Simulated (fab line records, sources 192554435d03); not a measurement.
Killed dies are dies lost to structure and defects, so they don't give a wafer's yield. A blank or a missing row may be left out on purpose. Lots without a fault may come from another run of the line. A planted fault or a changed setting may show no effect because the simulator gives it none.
fab line records | flow n5_finfet
record lots=24 wafers=72 last_day=17
route steps=1938 shown FIN_SAQP@143 FIN_CUT@164 DUMMY_GATE@247 SD_EPI_N@271
lots that met no fault: from a run of the same line without faults
start_h: hours from the record's first day to the start of the lot's first wafer shown | wait_h: hours since the lot's step before | " the same as in the row above | L1.1+2: a row that stands for several wafers | - no value, or no start given | * or withheld: withheld | < > ~ a bound
route shown NAME@n: a module of which the file shows steps, and the number in the route of the first | usual: mean/standard deviation of fault-free wafers | same: alike in all rows | chamber/n: place in a boat | sites: the reading at each site | _std_site: their standard deviation | _edge_site: outer sites' mean less inner sites' | radius_mm: how far each site lies from the wafer's centre | mask NAME#n: copy n | behind: the tool/chamber that last shaped the wafer | hold: why the lot was held/for how many hours/how that ended | device: the transistor (n, p or np) that didn't switch | end of line: the same wafers' tests at the end of the route | a step without rows: its recipe alone | killed: dies lost to structure and defects at the first sort, not the wafer's yield | map: a wafer's dies, x killed, . not, _ none there
set.NAME: the setting as run; set.NAME@STEP: as run at that earlier step | model.NAME: the simulator's own value behind a step, which no gauge read
steps of the route over a sample of lots; a table a step, a row a wafer
services: from which hour (start_h, from the record's first day; less than 0 if before it) a tool's chamber was out of use, for how many hours, and why
## steps
# step N5_FIN_SAQP_ETCH_34
# recipe chemistry=C4F6/O2 target=SiO2 target_depth_a=450 time_s=15 ion_energy_ev=250 pressure_mtorr=30 source_w=345 bias_w=185 Ar_flow_sccm=300 C4F6_flow_sccm=10 O2_flow_sccm=10 ends=cleared
# usual drypump_motor_current_A=5.5/0.51 etch_rf_on_time_s=14.97/0.25 oes_product_au=0.67/0.062 rf_vpp_V=668/7.4 showerhead_plenum_p_Torr=2.86/0.09 throttle_valve_pct=21.07/0.24
# columns lot.wafer tool chamber start_h wait_h drypump_motor_current_A etch_rf_on_time_s oes_product_au rf_hours_counter_h rf_vpp_V showerhead_plenum_p_Torr throttle_valve_pct
L074.2 rie_diel-03 3 25.44 0.0 5.8 15.14 0.60 218 671 2.92 21.27
L074.3 " 0 " " 6.3 14.68 0.64 169 667 2.95 21.17
L074.5 " 1 " " 4.8 15.10 0.75 - 666 2.80 20.69
L075.1 rie_diel-03 3 33.35 0.0 5.8 15.09 0.59 220 672 2.92 21.29
L075.3 " 0 " " 6.2 14.88 0.63 172 667 2.94 21.17
L075.5 " 0 " " 6.2 14.78 0.64 - 669 2.94 21.16
L076.1 rie_diel-03 3 37.83 0.0 5.8 15.07 0.59 222 672 2.92 21.29
L076.4 " 2 " " 5.8 14.99 0.64 159 669 2.75 21.23
L076.6 " 0 " " 6.3 14.82 0.63 - 668 2.94 21.17
L077.2 rie_diel-03 3 44.24 0.0 5.8 15.27 0.59 225 672 2.92 21.29
L077.5 " 1 " " 4.8 15.19 0.73 - 666 2.80 20.72
L077.6 " 0 " " 6.3 14.96 0.63 - 669 2.94 21.17
L078.1 rie_diel-06 0 49.81 0.0 5.1 14.93 0.65 146 650 2.95 21.21
L078.2 " 3 " " 4.9 15.04 0.76 31 675 2.77 20.58
L078.4 " 2 " " 5.2 14.46 0.73 67 672 2.76 21.06
L079.1 rie_diel-01 1 54.99 0.0 5.7 15.16 0.60 219 652 2.81 21.16
L079.2 " 2 " " 5.1 15.17 0.71 66 657 3.01 21.39
L079.5 " 1 " " 5.7 15.28 0.59 - 652 2.81 21.16
L080.2 rie_diel-03 3 62.51 0.0 5.8 15.02 0.59 231 672 2.92 21.31
L080.3 " 0 " " 6.3 14.85 0.62 183 668 2.94 21.18
L080.4 " 1 " " 4.9 15.23 0.72 57 663 2.79 20.73
L081.2 rie_diel-01 2 67.33 0.0 5.1 15.32 0.70 70 658 3.01 21.37
L081.4 " 1 " " 5.8 15.33 0.59 223 652 2.81 21.17
L081.5 " 2 " " 5.1 15.42 0.70 - 659 3.01 21.37
L082.1 rie_diel-03 1 73.79 0.0 4.9 15.13 0.72 61 664 2.79 20.73
L082.3 " 2 " " 5.7 15.06 0.63 171 668 2.74 21.26
L082.6 " 2 " " 5.8 15.19 0.62 - 669 2.74 21.26
L083.1 rie_diel-01 0 81.33 0.0 5.7 14.94 0.64 177 666 2.81 21.13
L083.2 " 2 " " 5.1 15.41 0.69 76 658 3.01 21.39
L083.3 " 1 " " 5.8 15.28 0.58 229 649 2.81 21.17
L084.2 rie_diel-03 0 87.23 0.0 6.3 14.77 0.62 191 668 2.93 21.19
L084.5 " 2 " " 5.8 15.02 0.63 - 669 2.74 21.26
L084.6 " 1 " " 4.8 15.18 0.71 - 665 2.79 20.73
L085.1 rie_diel-06 2 93.65 0.0 5.2 14.42 0.72 80 675 2.76 21.08
L085.4 " 1 " " 5.4 15.00 0.71 73 677 2.90 21.09
L085.5 " 2 " " 5.2 14.60 0.72 - 673 2.76 21.09
L086.2 rie_diel-03 3 99.88 0.0 5.8 15.11 0.59 244 671 2.91 21.33
L086.4 " 0 " " 6.2 14.74 0.62 196 666 2.93 21.22
L086.6 " 1 " " 4.8 15.17 0.71 - 666 2.79 20.75
L087.1 rie_diel-06 1 103.60 0.0 5.4 14.73 0.71 77 677 2.90 21.10
L087.3 " 2 " " 5.2 14.45 0.72 85 672 2.75 21.08
L087.5 " 3 " " 4.9 14.94 0.73 - 676 2.76 20.62
L088.1 rie_diel-03 0 112.16 0.0 6.2 14.65 0.62 199 668 2.93 21.22
L088.2 " 2 " " 5.7 15.22 0.62 184 669 2.73 21.26
L088.4 " 3 " " 5.8 15.15 0.57 248 671 2.91 21.33
L089.2 rie_diel-06 1 116.92 0.0 5.4 15.07 0.70 81 678 2.89 21.10
L089.3 " 3 " " 4.9 14.97 0.72 58 674 2.76 20.64
L089.5 " 0 " " 5.0 14.80 0.64 - 650 2.94 21.25
L090.2 rie_diel-03 2 122.67 0.0 5.8 15.37 0.61 189 669 2.73 21.27
L090.3 " 1 " " 4.8 15.28 0.69 79 664 2.78 20.76
L090.4 " 2 " " 5.8 15.33 0.61 - 668 2.73 21.27
L091.3 rie_diel-01 0 127.59 0.0 5.7 14.92 0.64 194 668 2.81 21.19
L091.4 " 2 " " 5.1 15.27 0.68 93 657 3.00 21.43
L091.6 " 0 " " 5.7 15.05 0.63 - 667 2.81 21.17
L092.1 rie_diel-06 3 133.81 0.0 4.9 14.95 0.72 63 674 2.76 20.65
L092.2 " 1 " " 5.4 15.13 0.68 87 678 2.89 21.11
L092.5 " 1 " " 5.4 15.01 0.69 - 679 2.89 21.11
L093.4 rie_diel-03 0 140.77 0.0 6.3 14.70 0.61 - 667 2.93 21.24
L093.5 " 1 " " 4.9 15.13 0.70 - 666 2.78 20.75
L093.6 " 3 " " 5.8 14.91 0.84 - 671 2.91 21.01
L094.2 rie_diel-03 3 146.42 0.0 5.8 14.85 0.85 3 669 2.90 21.00
L094.3 " 1 " " 4.9 15.22 0.68 89 664 2.78 20.76
L094.4 " 0 " " 6.3 14.77 0.61 215 668 2.92 21.23
L095.1 rie_diel-06 3 152.31 0.0 4.9 14.96 0.70 69 675 2.76 20.65
L095.4 " 0 " " 5.1 14.76 0.62 183 650 2.94 21.27
L095.5 " 2 " " 5.2 14.31 0.70 - 674 2.75 21.11
L096.1 rie_diel-01 0 158.50 0.0 5.7 14.94 0.62 205 668 2.80 21.18
L096.2 " 3 " " 6.5 14.66 0.74 42 676 3.00 20.72
L096.6 " 3 " " 6.6 14.74 0.74 - 675 3.00 20.72
L097.1 rie_diel-06 0 163.57 0.0 5.1 15.09 0.62 187 651 2.93 21.28
L097.3 " 3 " " 4.9 15.20 0.70 73 676 2.75 20.66
L097.5 " 3 " " 4.9 15.33 0.69 - 674 2.75 20.66
# step N5_FIN_CUT_OVL_MEAS_09
# recipe points_per_wafer=522
# usual FIN_CUT_OVL=-0.3/0.65
# columns lot.wafer tool chamber start_h wait_h FIN_CUT_OVL[nm]
L074.2 overlay-02 0 26.37 0.0 0.3
L074.3 " 0 " " 0.2
L074.5 " 0 " " 0.3
L075.1 overlay-02 0 34.27 0.0 0.5
L075.3 " 0 " " 0.1
L075.5 " 0 " " -0.4
L076.1 overlay-02 0 39.01 0.0 0.0
L076.4 " 0 " " 0.5
L076.6 " 0 " " -0.1
L077.2 overlay-01 0 45.15 0.0 -0.5
L077.5 " 0 " " 0.2
L077.6 " 0 " " -0.1
L078.1 overlay-02 0 50.79 0.0 0.1
L078.2 " 0 " " 0.5
L078.4 " 0 " " -0.1
L079.1 overlay-01 0 55.79 0.0 0.6
L079.2 " 0 " " 0.6
L079.5 " 0 " " 0.0
L080.2 overlay-02 0 63.44 0.0 -0.4
L080.3 " 0 " " -0.2
L080.4 " 0 " " -1.6
L081.2 overlay-02 0 68.26 0.0 0.6
L081.4 " 0 " " 0.2
L081.5 " 0 " " -0.3
L082.1 overlay-01 0 74.59 0.0 0.1
L082.3 " 0 " " -0.8
L082.6 " 0 " " -0.3
L083.1 overlay-01 0 82.25 0.0 0.5
L083.2 " 0 " " 0.3
L083.3 " 0 " " 0.3
L084.2 overlay-01 0 88.03 0.0 0.2
L084.5 " 0 " " 0.1
L084.6 " 0 " " 0.7
L085.1 overlay-02 0 94.45 0.0 -1.4
L085.4 " 0 " " -1.1
L085.5 " 0 " " -0.3
L086.2 overlay-01 0 100.81 0.0 0.1
L086.4 " 0 " " 0.1
L086.6 " 0 " " -0.2
L087.1 overlay-01 0 104.54 0.0 -1.4
L087.3 " 0 " " -0.5
L087.5 " 0 " " -0.9
L088.1 overlay-01 0 112.95 0.0 -0.9
L088.2 " 0 " " -1.5
L088.4 " 0 " " -0.3
L089.2 overlay-02 0 117.84 0.0 -0.3
L089.3 " 0 " " -0.7
L089.5 " 0 " " -1.3
L090.2 overlay-01 0 123.48 0.0 0.9
L090.3 " 0 " " -0.4
L090.4 " 0 " " 0.8
L091.3 overlay-01 0 128.40 0.0 0.1
L091.4 " 0 " " -0.1
L091.6 " 0 " " 0.0
L092.1 overlay-02 0 134.74 0.0 -0.2
L092.2 " 0 " " -1.9
L092.5 " 0 " " -0.6
L093.4 overlay-02 0 141.80 0.0 -0.1
L093.5 " 0 " " -0.5
L093.6 " 0 " " -0.1
L094.2 overlay-02 0 147.22 0.0 0.0
L094.3 " 0 " " -0.5
L094.4 " 0 " " -1.0
L095.1 overlay-02 0 153.12 0.0 -0.2
L095.4 " 0 " " -0.5
L095.5 " 0 " " -0.3
L096.1 overlay-01 0 159.29 0.0 -0.6
L096.2 " 0 " " -1.4
L096.6 " 0 " " -0.8
L097.1 overlay-01 0 164.50 0.0 -1.3
L097.3 " 0 " " -0.9
L097.5 " 0 " " -1.5
# step N5_FIN_CUT_CUT_ETCH_15
# recipe chemistry=HBr/Cl2/O2 target=Si target_depth_a=1000 bt_time_s=10 mask_material=SOC time_s=42.4 ion_energy_ev=* bias_w=* pressure_mtorr=10 icp_w=800 HBr_flow_sccm=150 Cl2_flow_sccm=80 O2_flow_sccm=12
# usual drypump_motor_current_A=6.1/0.38 oes_product_au=1.001/0.021 throttle_valve_pct=37.0/0.33
# columns lot.wafer tool chamber start_h wait_h drypump_motor_current_A oes_product_au rf_hours_counter_h throttle_valve_pct
L074.2 rie_si-04 0 27.24 0.1 6.3 0.984 186 37.5
L074.3 " 1 " " 5.7 1.015 181 37.0
L074.5 " 2 " " 6.8 0.969 - 37.1
L075.1 rie_si-04 0 35.25 0.1 6.2 0.980 186 37.5
L075.3 " 1 " " 5.7 1.024 181 37.0
L075.5 " 0 " " 6.2 0.980 - 37.5
L076.1 rie_si-05 2 39.74 0.1 5.7 1.032 112 36.6
L076.4 " 3 " " 6.1 0.993 - 37.3
L076.6 " 2 " " 5.7 1.025 - 36.6
L077.2 rie_si-04 3 45.87 0.1 5.9 1.016 53 37.1
L077.5 " 2 " " 6.7 0.970 - 37.1
L077.6 " 1 " " 5.7 1.014 - 37.0
L078.1 rie_si-04 3 51.75 0.1 5.9 1.015 53 37.1
L078.2 " 0 " " 6.2 0.981 186 37.5
L078.4 " 1 " " 5.7 1.031 182 37.0
L079.1 rie_si-06 0 56.51 0.1 6.3 0.978 1 36.7
L079.2 " 2 " " 5.9 1.004 2 37.5
L079.5 " 0 " " 6.3 0.981 - 36.7
L080.2 rie_si-05 3 64.16 0.1 6.1 0.980 106 37.3
L080.3 " 2 " " 5.7 1.023 112 36.6
L080.4 " 1 " " 6.5 0.981 113 36.5
L081.2 rie_si-04 3 68.98 0.1 5.9 1.019 53 37.1
L081.4 " 1 " " 5.7 1.013 182 37.1
L081.5 " 3 " " 5.9 1.018 - 37.1
L082.1 rie_si-05 3 75.31 0.1 6.2 0.981 106 37.3
L082.3 " 1 " " 6.4 0.983 114 36.5
L082.6 " 2 " " 5.7 1.026 - 36.6
L083.1 rie_si-04 3 82.98 0.1 5.9 1.015 53 37.1
L083.2 " 1 " " 5.7 1.019 182 37.0
L083.3 " 0 " " 6.3 0.979 187 37.5
L084.2 rie_si-05 0 88.75 0.1 6.1 1.012 1 36.8
L084.5 " 2 " " 5.7 1.018 - 36.6
L084.6 " 3 " " 6.2 0.981 - 37.3
L085.1 rie_si-05 1 95.61 0.1 6.4 0.987 114 36.5
L085.4 " 0 " " 6.1 1.013 1 36.8
L085.5 " 2 " " 5.7 1.025 - 36.6
L086.2 rie_si-04 0 101.53 0.1 6.2 0.988 187 37.5
L086.4 " 1 " " 5.7 1.025 183 37.0
L086.6 " 2 " " 6.7 0.981 - 37.1
L087.1 rie_si-05 2 105.47 0.1 5.6 1.026 113 36.6
L087.3 " 0 " " 6.1 1.008 1 36.7
L087.5 " 3 " " 6.2 0.980 - 37.3
L088.1 rie_si-04 2 113.68 0.1 6.7 0.978 8 37.1
L088.2 " 3 " " 5.9 1.013 54 37.1
L088.4 " 1 " " 5.7 1.029 183 37.0
L089.2 rie_si-04 2 118.71 0.1 6.8 0.970 8 37.1
L089.3 " 0 " " 6.2 0.978 188 37.5
L089.5 " 1 " " 5.7 1.021 - 37.0
L090.2 rie_si-05 2 124.19 0.1 5.7 1.027 113 36.6
L090.3 " 1 " " 6.4 0.974 115 36.5
L090.4 " 3 " " 6.2 0.985 107 37.3
L091.3 rie_si-05 2 129.11 0.0 5.7 1.027 113 36.6
L091.4 " 3 " " 6.2 0.984 107 37.3
L091.6 " 1 " " 6.4 0.981 - 36.5
L092.1 rie_si-04 1 135.46 0.1 5.7 1.024 183 37.1
L092.2 " 0 " " 6.3 0.981 188 37.5
L092.5 " 3 " " 5.9 1.010 - 37.1
L093.4 rie_si-06 3 142.98 0.0 5.5 1.014 188 37.8
L093.5 " 0 " " 6.3 0.987 - 36.7
L093.6 " 3 " " 5.5 1.008 - 37.8
L094.2 rie_si-06 1 147.94 0.1 5.5 1.026 14 36.8
L094.3 " 2 " " 5.8 1.002 4 37.5
L094.4 " 3 " " 5.5 1.022 188 37.8
L095.1 rie_si-04 1 153.84 0.1 5.7 1.025 184 37.0
L095.4 " 0 " " 6.2 0.977 188 37.5
L095.5 " 1 " " 5.7 1.026 - 37.0
L096.1 rie_si-04 2 160.18 0.1 6.7 0.971 9 37.1
L096.2 " 0 " " 6.2 0.975 188 37.5
L096.6 " 1 " " 5.7 1.025 - 37.0
L097.1 rie_si-06 1 165.22 0.1 5.5 1.036 14 36.8
L097.3 " 3 " " 5.5 1.013 188 37.8
L097.5 " 0 " " 6.3 0.985 - 36.7
# step N5_DUMMY_GATE_ETCH_23
# recipe chemistry=HBr/Cl2/O2 HBr_flow_sccm=150 Cl2_flow_sccm=80 O2_flow_sccm=12 bias_w=102 target_depth_a=410 time_s=22.3 target=poly-Si mask_material=SiO2 pressure_mtorr=10 icp_w=800
# usual drypump_motor_current_A=6.0/0.38 oes_product_au=1.002/0.023 throttle_valve_pct=37.1/0.38
# columns lot.wafer tool chamber start_h wait_h drypump_motor_current_A oes_product_au rf_hours_counter_h throttle_valve_pct
L074.2 rie_si-04 1 46.75 0.0 5.7 1.025 182 37.1
L074.3 " 0 " " 6.2 0.982 186 37.5
L074.5 " 1 " " 5.7 1.045 - 37.1
L075.1 rie_si-04 1 54.42 0.0 5.7 1.034 182 37.1
L075.3 " 0 " " 6.3 0.988 187 37.5
L075.5 " 2 " " 6.7 0.968 - 37.2
L076.1 rie_si-06 1 58.35 0.0 5.5 1.011 12 36.8
L076.4 " 0 " " 6.3 0.986 1 36.8
L076.6 " 2 " " 5.8 0.993 - 37.6
L077.2 rie_si-05 0 65.51 0.0 6.1 1.030 0 36.8
L077.5 " 0 " " 6.1 1.025 - 36.8
L077.6 " 3 " " 6.2 0.997 - 37.3
L078.1 rie_si-06 0 70.90 0.0 6.3 0.995 1 36.8
L078.2 " 1 " " 5.5 1.019 12 36.9
L078.4 " 2 " " 5.8 0.996 2 37.6
L079.1 rie_si-04 1 75.07 0.0 5.7 1.044 182 37.1
L079.2 " 2 " " 6.7 0.957 7 37.2
L079.5 " 1 " " 5.7 1.035 - 37.1
L080.2 rie_si-05 1 83.75 0.0 6.4 0.965 114 36.6
L080.3 " 3 " " 6.2 0.989 106 37.3
L080.4 " 2 " " 5.7 1.016 112 36.7
L081.2 rie_si-05 3 88.01 0.0 6.2 0.998 106 37.4
L081.4 " 1 " " 6.5 0.975 114 36.6
L081.5 " 3 " " 6.2 0.988 - 37.3
L082.1 rie_si-06 1 94.19 0.0 5.5 1.024 13 36.9
L082.3 " 0 " " 6.3 0.990 2 36.8
L082.6 " 2 " " 5.9 1.002 - 37.6
L083.1 rie_si-06 3 107.44 0.0 5.5 1.001 187 37.8
L083.2 " 2 " " 5.8 1.004 3 37.6
L083.3 " 0 " " 6.3 0.989 2 36.8
L084.2 rie_si-05 1 109.26 0.0 6.4 0.979 114 36.6
L084.5 " 1 " " 6.4 0.985 - 36.6
L084.6 " 2 " " 5.7 1.022 - 36.7
L085.1 rie_si-05 2 117.08 0.0 5.7 1.008 113 36.7
L085.4 " 3 " " 6.2 0.997 107 37.3
L085.5 " 2 " " 5.7 1.014 - 36.7
L086.2 rie_si-04 3 120.97 0.0 5.9 1.016 54 37.1
L086.4 " 2 " " 6.8 0.962 8 37.2
L086.6 " 2 " " 6.7 0.958 - 37.2
L087.1 rie_si-05 3 124.78 0.0 6.1 0.996 107 37.3
L087.3 " 1 " " 6.5 0.972 115 36.6
L087.5 " 1 " " 6.5 0.975 - 36.6
L088.1 rie_si-05 1 132.29 0.0 6.4 0.981 115 36.6
L088.2 " 3 " " 6.1 1.004 107 37.3
L088.4 " 0 " " 6.1 1.015 2 36.8
L089.2 rie_si-06 3 137.59 0.0 5.5 1.012 188 37.8
L089.3 " 1 " " 5.5 1.025 13 36.9
L089.5 " 2 " " 5.8 1.005 - 37.6
L090.2 rie_si-04 0 143.65 0.0 6.3 0.989 188 37.5
L090.3 " 2 " " 6.7 0.968 9 37.2
L090.4 " 3 " " 5.9 1.026 54 37.1
L091.3 rie_si-04 0 147.79 0.0 6.2 0.988 188 37.5
L091.4 " 3 " " 5.9 1.010 55 37.1
L091.6 " 2 " " 6.8 0.970 - 37.2
L092.1 rie_si-06 2 155.93 0.0 5.9 1.002 4 37.6
L092.2 " 1 " " 5.5 1.025 14 36.8
L092.5 " 2 " " 5.9 0.995 - 37.6
L093.4 rie_si-06 1 161.73 0.0 5.5 1.033 14 36.9
L093.5 " 0 " " 6.3 0.981 - 36.8
L093.6 " 1 " " 5.5 1.026 - 36.8
L094.2 rie_si-05 1 167.03 0.0 6.5 0.976 116 36.6
L094.3 " 0 " " 6.1 1.014 2 36.8
L094.4 " 3 " " 6.2 0.993 107 37.3
L095.1 rie_si-05 3 172.40 0.0 6.2 0.998 108 37.3
L095.4 " 0 " " 6.1 1.013 2 36.8
L095.5 " 0 " " 6.1 1.010 - 36.8
L096.1 rie_si-04 1 179.41 0.0 5.7 1.047 184 37.1
L096.2 " 0 " " 6.3 0.975 189 37.5
L096.6 " 2 " " 6.7 0.968 - 37.2
L097.1 rie_si-04 1 183.96 0.0 5.7 1.041 184 37.1
L097.3 " 3 " " 5.9 1.033 55 37.1
L097.5 " 3 " " 5.9 1.029 - 37.1
# step N5_SD_EPI_N_OVL_MEAS_10
# recipe points_per_wafer=44
# usual SD_N_BLK_OVL=0.7/0.68
# columns lot.wafer tool chamber start_h wait_h SD_N_BLK_OVL[nm]
L074.2 overlay-02 0 48.14 0.0 0.7
L074.3 " 0 " " 1.5
L074.5 " 0 " " 1.0
L075.1 overlay-02 0 58.76 0.0 1.5
L075.3 " 0 " " 0.9
L075.5 " 0 " " 0.8
L076.1 overlay-02 0 59.80 0.0 0.5
L076.4 " 0 " " -0.2
L076.6 " 0 " " 0.4
L077.2 overlay-01 0 67.00 0.0 1.1
L077.5 " 0 " " 2.0
L077.6 " 0 " " 0.6
L078.1 overlay-02 0 72.26 0.0 0.8
L078.2 " 0 " " 0.3
L078.4 " 0 " " 0.5
L079.1 overlay-01 0 76.55 0.0 0.6
L079.2 " 0 " " 0.6
L079.5 " 0 " " 0.9
L080.2 overlay-02 0 85.13 0.0 1.0
L080.3 " 0 " " 0.6
L080.4 " 0 " " 1.2
L081.2 overlay-02 0 89.57 0.0 0.8
L081.4 " 0 " " 0.8
L081.5 " 0 " " 1.3
L082.1 overlay-02 0 97.07 0.0 0.5
L082.3 " 0 " " 0.6
L082.6 " 0 " " 0.6
L083.1 overlay-01 0 110.52 0.0 0.2
L083.2 " 0 " " 1.3
L083.3 " 0 " " 0.6
L084.2 overlay-01 0 112.00 0.0 0.4
L084.5 " 0 " " -0.2
L084.6 " 0 " " 0.1
L085.1 overlay-01 0 119.66 0.0 -0.5
L085.4 " 0 " " 1.3
L085.5 " 0 " " 0.7
L086.2 overlay-02 0 122.67 0.0 0.3
L086.4 " 0 " " -1.0
L086.6 " 0 " " 0.7
L087.1 overlay-01 0 126.55 0.0 0.5
L087.3 " 0 " " 1.5
L087.5 " 0 " " -0.3
L088.1 overlay-02 0 133.93 0.0 -0.5
L088.2 " 0 " " 0.4
L088.4 " 0 " " 0.7
L089.2 overlay-02 0 139.53 0.0 1.5
L089.3 " 0 " " 0.9
L089.5 " 0 " " 1.8
L090.2 overlay-02 0 145.22 0.0 1.6
L090.3 " 0 " " 0.8
L090.4 " 0 " " 1.1
L091.3 overlay-01 0 149.57 0.0 0.2
L091.4 " 0 " " -1.0
L091.6 " 0 " " 0.0
L092.1 overlay-02 0 158.81 0.0 -0.1
L092.2 " 0 " " 0.2
L092.5 " 0 " " 0.6
L093.4 overlay-01 0 163.17 0.0 0.6
L093.5 " 0 " " -0.2
L093.6 " 0 " " 1.6
L094.2 overlay-01 0 168.78 0.0 -0.3
L094.3 " 0 " " 0.8
L094.4 " 0 " " 0.5
L095.1 overlay-01 0 173.97 0.0 2.5
L095.4 " 0 " " 1.2
L095.5 " 0 " " 0.8
L096.1 overlay-01 0 181.42 0.0 1.2
L096.2 " 0 " " 1.7
L096.6 " 0 " " -0.3
L097.1 overlay-01 0 189.40 0.0 0.7
L097.3 " 0 " " 1.2
L097.5 " 0 " " 1.0
# step N5_SD_EPI_N_ETCH_35
# recipe chemistry=N2/H2 target=SOC overetch_a=1080 mask_material=SiARC temp_c=40 ion_energy_ev=100 source_w=3000 bias_w=133 pressure_mtorr=20 time_s=486 n2_flow_sccm=200 h2_flow_sccm=200
# usual drypump_motor_current_A=5.4/0.49 oes_product_au=0.71/0.063 rf_vpp_V=240.7/1.4 showerhead_plenum_p_Torr=2.55/0.086 throttle_valve_pct=23.91/0.28
# columns lot.wafer tool chamber start_h wait_h drypump_motor_current_A oes_product_au rf_hours_counter_h rf_vpp_V showerhead_plenum_p_Torr throttle_valve_pct
L074.2 rie_diel-03 3 48.29 0.0 5.8 0.62 226 241.1 2.60 23.90
L074.3 " 0 " " 6.3 0.66 178 242.9 2.64 24.12
L074.5 " 1 " " 4.9 0.77 - 238.6 2.47 23.25
L075.1 rie_diel-06 0 58.91 0.0 5.0 0.68 150 241.4 2.65 24.27
L075.3 " 3 " " 4.9 0.78 36 238.8 2.49 23.92
L075.5 " 3 " " 4.9 0.78 - 240.5 2.49 23.94
L076.1 rie_diel-06 3 60.14 0.0 4.9 0.78 36 240.4 2.49 23.91
L076.4 " 1 " " 5.4 0.75 62 241.6 2.56 23.66
L076.6 " 3 " " 4.9 0.78 - 238.4 2.49 23.93
L077.2 rie_diel-06 2 67.15 0.0 5.2 0.75 73 240.7 2.48 24.03
L077.5 " 1 " " 5.4 0.75 - 240.5 2.56 23.66
L077.6 " 0 " " 5.0 0.67 - 242.5 2.65 24.28
L078.1 rie_diel-03 0 72.41 0.0 6.3 0.65 186 243.0 2.64 24.13
L078.2 " 3 " " 5.8 0.61 235 240.2 2.59 23.91
L078.4 " 1 " " 4.8 0.76 60 239.1 2.47 23.27
L079.1 rie_diel-06 1 76.70 0.0 5.4 0.75 68 240.7 2.56 23.67
L079.2 " 0 " " 5.0 0.67 157 240.5 2.65 24.28
L079.5 " 0 " " 5.0 0.67 - 242.4 2.65 24.30
L080.2 rie_diel-06 3 85.50 0.0 4.9 0.77 46 240.3 2.49 23.92
L080.3 " 1 " " 5.4 0.74 71 241.7 2.56 23.67
L080.4 " 2 " " 5.2 0.74 79 240.0 2.47 24.06
L081.2 rie_diel-03 1 89.75 0.0 4.9 0.75 66 238.8 2.46 23.28
L081.4 " 2 " " 5.7 0.66 177 240.2 2.42 23.97
L081.5 " 0 " " 6.3 0.65 - 242.4 2.63 24.13
L082.1 rie_diel-06 1 97.22 0.0 5.4 0.73 74 239.2 2.56 23.68
L082.3 " 2 " " 5.2 0.75 82 238.6 2.47 24.06
L082.6 " 1 " " 5.4 0.74 - 241.4 2.56 23.68
L083.1 rie_diel-06 3 110.67 0.0 4.9 0.76 54 240.5 2.49 23.94
L083.2 " 0 " " 5.1 0.67 169 242.7 2.64 24.30
L083.3 " 2 " " 5.2 0.74 86 239.9 2.47 24.06
L084.2 rie_diel-01 2 112.68 0.0 5.2 0.73 87 242.4 2.68 24.15
L084.5 " 3 " " 6.5 0.80 - 242.2 2.70 23.51
L084.6 " 2 " " 5.2 0.73 - 241.0 2.68 24.15
L085.1 rie_diel-06 1 119.81 0.0 5.3 0.73 82 241.1 2.55 23.68
L085.4 " 2 " " 5.2 0.72 90 239.5 2.47 24.05
L085.5 " 3 " " 4.9 0.76 - 240.4 2.48 23.94
L086.2 rie_diel-06 3 122.82 0.0 4.9 0.75 60 239.2 2.48 23.94
L086.4 " 2 " " 5.2 0.73 92 238.3 2.47 24.06
L086.6 " 2 " " 5.2 0.73 - 240.5 2.47 24.06
L087.1 rie_diel-03 2 126.70 0.0 5.8 0.65 191 237.4 2.41 23.98
L087.3 " 1 " " 4.8 0.74 80 239.8 2.46 23.28
L087.5 " 1 " " 4.9 0.74 - 239.6 2.46 23.29
L088.1 rie_diel-01 0 134.12 0.0 5.6 0.66 195 241.4 2.51 23.82
L088.2 " 3 " " 6.5 0.78 32 242.6 2.70 23.53
L088.4 " 1 " " 5.7 0.61 247 240.3 2.50 24.09
L089.2 rie_diel-03 1 139.68 0.0 4.8 0.73 86 238.7 2.45 23.30
L089.3 " 3 " " 5.8 0.89 1 240.9 2.59 23.65
L089.5 " 3 " " 5.8 0.90 - 242.0 2.59 23.65
L090.2 rie_diel-06 1 145.68 0.0 5.4 0.72 91 241.0 2.55 23.70
L090.3 " 2 " " 5.2 0.72 99 239.4 2.47 24.09
L090.4 " 0 " " 5.0 0.66 180 241.1 2.64 24.32
L091.3 rie_diel-06 1 149.72 0.0 5.3 0.72 93 239.9 2.55 23.71
L091.4 " 0 " " 5.1 0.65 182 242.0 2.63 24.32
L091.6 " 2 " " 5.2 0.72 - 239.0 2.46 24.07
L092.1 rie_diel-03 2 158.96 0.0 5.8 0.64 203 239.6 2.41 23.98
L092.2 " 3 " " 5.8 0.85 8 241.1 2.58 23.66
L092.5 " 1 " " 4.8 0.73 - 240.7 2.45 23.32
L093.4 rie_diel-01 0 163.32 0.0 5.6 0.65 206 240.4 2.50 23.82
L093.5 " 0 " " 5.6 0.65 - 241.1 2.50 23.83
L093.6 " 3 " " 6.5 0.77 - 243.2 2.69 23.54
L094.2 rie_diel-06 3 168.93 0.0 4.9 0.74 75 239.7 2.48 23.96
L094.3 " 2 " " 5.2 0.72 108 239.9 2.46 24.07
L094.4 " 1 " " 5.4 0.71 100 242.4 2.55 23.70
L095.1 rie_diel-03 0 174.12 0.0 6.3 0.62 223 242.5 2.62 24.16
L095.4 " 3 " " 5.8 0.84 12 241.3 2.58 23.67
L095.5 " 0 " " 6.3 0.62 - 243.0 2.62 24.15
L096.1 rie_diel-01 0 181.57 0.0 5.6 0.64 213 239.7 2.50 23.85
L096.2 " 3 " " 6.6 0.76 51 241.4 2.69 23.54
L096.6 " 3 " " 6.5 0.76 - 243.3 2.69 23.53
L097.1 rie_diel-01 2 189.55 0.0 5.1 0.70 115 241.7 2.67 24.18
L097.3 " 1 " " 5.7 0.85 10 239.9 2.49 23.80
L097.5 " 2 " " 5.1 0.70 - 242.4 2.67 24.20
## services
# columns tool chamber start_h hours kind
rie_diel-06 2 2.24 10.3 repair
rie_si-05 0 10.61 - clean
rie_si-05 0 10.61 - consumable_replace:focus_ring
rie_si-05 0 10.61 37.3 scheduled_down
rie_si-05 0 10.61 37.3 vent_cycle
rie_diel-01 3 13.14 - clean
rie_si-06 2 43.79 8.1 repair
rie_diel-06 - 54.77 0.3 repair
rie_diel-03 2 54.77 2.2 repair
rie_si-05 - 63.39 0.7 repair
rie_si-05 3 66.05 7.8 repair
rie_diel-01 3 68.92 12.7 repair
rie_si-05 2 73.10 2.0 repair
rie_si-06 - 81.40 2.8 pm
rie_diel-06 - 89.79 0.7 repair
rie_diel-03 3 115.55 - clean
rie_diel-03 3 115.55 - consumable_replace:focus_ring
rie_diel-03 3 115.55 23.0 scheduled_down
rie_diel-03 3 115.55 23.0 vent_cycle
rie_diel-03 2 140.46 3.9 repair
rie_si-04 1 164.23 2.8 repair
rie_si-05 - 181.92 2.8 pm
rie_diel-03 0 187.82 10.9 repair
rie_diel-06 0 188.36 17.2 repair
## key
fault none
